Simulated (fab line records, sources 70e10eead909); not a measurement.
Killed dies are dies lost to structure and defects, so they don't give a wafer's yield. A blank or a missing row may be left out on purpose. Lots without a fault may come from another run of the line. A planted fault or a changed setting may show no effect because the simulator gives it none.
Chamber matching | flow nand_harc | NHARC_A_CONTACT_DEP_58 on pecvd-04: 3 sister chambers
The step deposits SiON, target thk 60 nm. 3 wafers are shown with their chamber, then 7 later ones without.

WAFERS WITH THEIR CHAMBER
wafer  | chamber | heater_power_w (W)
L087.5 | 2       | 767
L090.1 | 1       | 772
L090.2 | 0       | 867

WAFERS WITHOUT THEIR CHAMBER
wafer  | heater_power_w (W)
L090.6 | 848
L093.4 | 709
L093.5 | 893
L093.6 | 680
L092.2 | 801
L092.4 | 738
L092.5 | 684

WHICH CHAMBER EACH WENT THROUGH
wafer  | from the rows above          | in truth
L090.6 | can't be placed: 0 or 1 or 2 | 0
L093.4 | can't be placed: 2 or 1 or 0 | 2
L093.5 | can't be placed: 0 or 1 or 2 | 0
L093.6 | can't be placed: 2 or 1 or 0 | 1
L092.2 | can't be placed: 1 or 2 or 0 | 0
L092.4 | can't be placed: 2 or 1 or 0 | 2
L092.5 | can't be placed: 2 or 1 or 0 | 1
Placed correctly: 0 of 7. Can't be placed from these rows: 7 (the true chamber is among the candidates in 7). Placed wrongly: 0.
How it was worked out, from the rows above alone: a wafer's distance from a chamber is the root of the sum, over the readings, of the square of ((its reading less the chamber's mean) divided by the reading's scatter). The wafer belongs to the nearest chamber; if the next one is less than 2 further off, it can't be placed. A chamber's mean is the mean of its shown wafers. The scatter: with one shown wafer a chamber, the root of the mean of the squares of how far each hidden wafer lies from its nearest shown one.
